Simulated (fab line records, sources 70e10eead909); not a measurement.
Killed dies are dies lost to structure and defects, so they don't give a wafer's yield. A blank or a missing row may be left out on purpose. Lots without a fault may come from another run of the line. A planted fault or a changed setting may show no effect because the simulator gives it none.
Chamber matching | flow nand_harc | NHARC_P_BONDPAD_DEP_00 on pecvd-01: 3 sister chambers
The step deposits SiCN, target thk 250 nm. 3 wafers are shown with their chamber, then 7 later ones without.

WAFERS WITH THEIR CHAMBER
wafer  | chamber | heater_power_w (W)
L084.4 | 1       | 666
L085.1 | 2       | 648
L085.2 | 0       | 518

WAFERS WITHOUT THEIR CHAMBER
wafer  | heater_power_w (W)
L085.6 | 662
L088.1 | 683
L088.4 | 568
L088.5 | 672
L090.2 | 590
L090.3 | 678
L090.6 | 601

WHICH CHAMBER EACH WENT THROUGH
wafer  | from the rows above          | in truth
L085.6 | can't be placed: 1 or 2      | 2
L088.1 | can't be placed: 1 or 2      | 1
L088.4 | can't be placed: 0 or 2 or 1 | 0
L088.5 | can't be placed: 1 or 2      | 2
L090.2 | can't be placed: 2 or 0 or 1 | 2
L090.3 | can't be placed: 1 or 2      | 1
L090.6 | can't be placed: 2 or 1 or 0 | 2
Placed correctly: 0 of 7. Can't be placed from these rows: 7 (the true chamber is among the candidates in 7). Placed wrongly: 0.
How it was worked out, from the rows above alone: a wafer's distance from a chamber is the root of the sum, over the readings, of the square of ((its reading less the chamber's mean) divided by the reading's scatter). The wafer belongs to the nearest chamber; if the next one is less than 2 further off, it can't be placed. A chamber's mean is the mean of its shown wafers. The scatter: with one shown wafer a chamber, the root of the mean of the squares of how far each hidden wafer lies from its nearest shown one.
